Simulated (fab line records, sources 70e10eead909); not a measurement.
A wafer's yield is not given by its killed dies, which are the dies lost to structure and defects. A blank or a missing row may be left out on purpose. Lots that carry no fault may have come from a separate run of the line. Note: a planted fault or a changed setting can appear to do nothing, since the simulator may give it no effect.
Matching of chambers / flow nand-harc / NHARC_P_CONTACT_ALD_22 on ald-metal-01: 4 sister chambers
The step deposits TiN, target thk 3 nm, pulse time 1 s, ald cycles 150. 4 wafers are shown with their chamber, then 7 later ones without.

== WAFERS PAIRED WITH THEIR CHAMBERS ==
wafer=L397.4; chamber=3; heater-power-w (W)=1154
wafer=L399.1; chamber=2; heater-power-w (W)=1063
wafer=L399.3; chamber=0; heater-power-w (W)=1081
wafer=L401.5; chamber=1; heater-power-w (W)=940

== WAFERS WITH NO CHAMBER GIVEN ==
wafer=L401.6; heater-power-w (W)=1092
wafer=L403.2; heater-power-w (W)=1122
wafer=L403.4; heater-power-w (W)=1060
wafer=L403.5; heater-power-w (W)=924
wafer=L412.2; heater-power-w (W)=933
wafer=L412.3; heater-power-w (W)=1090
wafer=L412.4; heater-power-w (W)=1074

== CHAMBER TAKEN BY EACH ==
wafer=L401.6; from the rows above=can't be placed: 0 or 2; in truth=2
wafer=L403.2; from the rows above=can't be placed: 3 or 0 or 2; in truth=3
wafer=L403.4; from the rows above=can't be placed: 2 or 0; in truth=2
wafer=L403.5; from the rows above=1; in truth=1
wafer=L412.2; from the rows above=1; in truth=1
wafer=L412.3; from the rows above=can't be placed: 0 or 2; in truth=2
wafer=L412.4; from the rows above=can't be placed: 0 or 2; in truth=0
Placed correctly: 2 of 7. These rows do not allow placing 5 (true chamber among the candidates in 5). Wrongly placed: 0.
How it was worked out, from the rows above alone: a wafer's distance from a chamber is the root of the sum, over the readings, of the square of ((its reading less the chamber's mean) divided by the reading's scatter). If the next closest chamber is less than 2 further off than the closest, the wafer can't be placed; otherwise it belongs to the closest. A chamber's mean is the mean of its shown wafers. The scatter (one wafer shown for each chamber): square how far every hidden wafer sits from the nearest shown wafer, average those squares and take the square root.
